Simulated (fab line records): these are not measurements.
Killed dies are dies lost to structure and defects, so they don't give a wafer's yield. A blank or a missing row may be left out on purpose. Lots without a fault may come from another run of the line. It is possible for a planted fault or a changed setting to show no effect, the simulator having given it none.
Split-lot study -- flow n5 finfet -- 7 lots, 21 wafers read, on a route of 1938 steps

== SPLIT DETAILS ==
At N5_BEOL_M7_VIA_ETCH_34 (etches SiCOH lowk in C4F6/O2, target depth 125.5 nm, time 50.5 s), the setting source w was moved away from the recipe's 345 W on 8 of the 21 wafers read, by -16.6% to +14.0%. The other wafers ran this setting at the recipe's value.

Reading taken at the split's own step.

== THE READING ==
rf vpp V, in V, at N5_BEOL_M7_VIA_ETCH_34 (etches SiCOH lowk in C4F6/O2, target depth 125.5 nm, time 50.5 s). A value of 668 V with a standard deviation of 6.2 V is what fault-free wafers of this fab line usually give.

wafer,"tool, chamber at the split","source w as run, W",against the recipe,"rf vpp V, V",against lot-mates on the recipe
L076.3,"rie diel-01, 1",345,recipe,658,-
L076.5,"rie diel-01, 2",393.2,+14.0%,633,-30
L076.6,"rie diel-01, 3",345,recipe,667,-
L077.1,"rie diel-02, 2",345,recipe,666,-
L077.3,"rie diel-02, 1",328.9,-4.7%,684,+18
L077.4,"rie diel-02, 0",328.9,-4.7%,675,+9
L080.3,"rie diel-02, 0",345,recipe,658,-
L080.4,"rie diel-02, 1",345,recipe,666,-
L080.6,"rie diel-02, 2",345,recipe,665,-
L079.2,"rie diel-01, 0",345,recipe,672,-
L079.4,"rie diel-01, 3",287.7,-16.6%,734,+62
L079.6,"rie diel-01, 0",345,recipe,673,-
L083.3,"rie diel-02, 3",345,recipe,666,-
L083.4,"rie diel-02, 0",345,recipe,658,-
L083.5,"rie diel-02, 2",345,recipe,666,-
L092.1,"rie diel-01, 0",372,+7.8%,645,-23
L092.4,"rie diel-01, 2",372,+7.8%,651,-17
L092.5,"rie diel-01, 3",345,recipe,668,-
L097.4,"rie diel-01, 0",345,recipe,671,-
L097.5,"rie diel-01, 1",308.5,-10.6%,696,+25
L097.6,"rie diel-01, 2",308.5,-10.6%,719,+48

FIT RESULTS
A straight line over all 21 wafers: rf vpp V changes by -3.3 V for each +1% of source w; r = -0.95; the points scatter about the line by 7.6 V.
The same after taking each lot's own level away (the mean of its wafers on the recipe; 21 wafers): -3.03 V for each +1%; r = -0.96; scatter 6.2 V.
The reading moves by 50 V for the largest change in source w, on that fit.
The span of the lots' own levels, 662.5 to 672.5 V, comes to 1.6 times the standard deviation stated above.
The two slopes agree, so the slope changes little with the lot-to-lot level.
Check: +47.5 V against its lot-mates is what the line predicts for one of the wafers moved furthest among these (-16.6%) when that wafer is left out of the fit. Against them it came out at +61.5 V.
Tool readings at the split's step, against how far the setting was moved: rf vpp V r = -0.95.

== ADDITIONAL SPLITS CARRIED BY THESE WAFERS ==
These wafers also went through other splits before the reading. Each is held against what the fit with the lots' levels taken away leaves over:
other split on the same wafers,wafers away from the commonest value,r with rf vpp V (lot level and that fit taken away)
N5_BEOL_M5_COAT_05 spin rpm,4,+0.46
N5_BEOL_M5_DESCUM_16 time s,8,-0.17
N5_BEOL_M6_PECVD_70 time s,6,+0.10
N5_BEOL_M6_HM_DEP_02 target thk a,8,+0.16
N5_BEOL_M7_PECVD_70 temp c,10,+0.14
N5_BEOL_M7_EXPOSE_08 dose mj,8,-0.07

== THE FILE'S OWN FIT ==
rf vpp V changes by -3.07 V for each +1% of source w, r = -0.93.
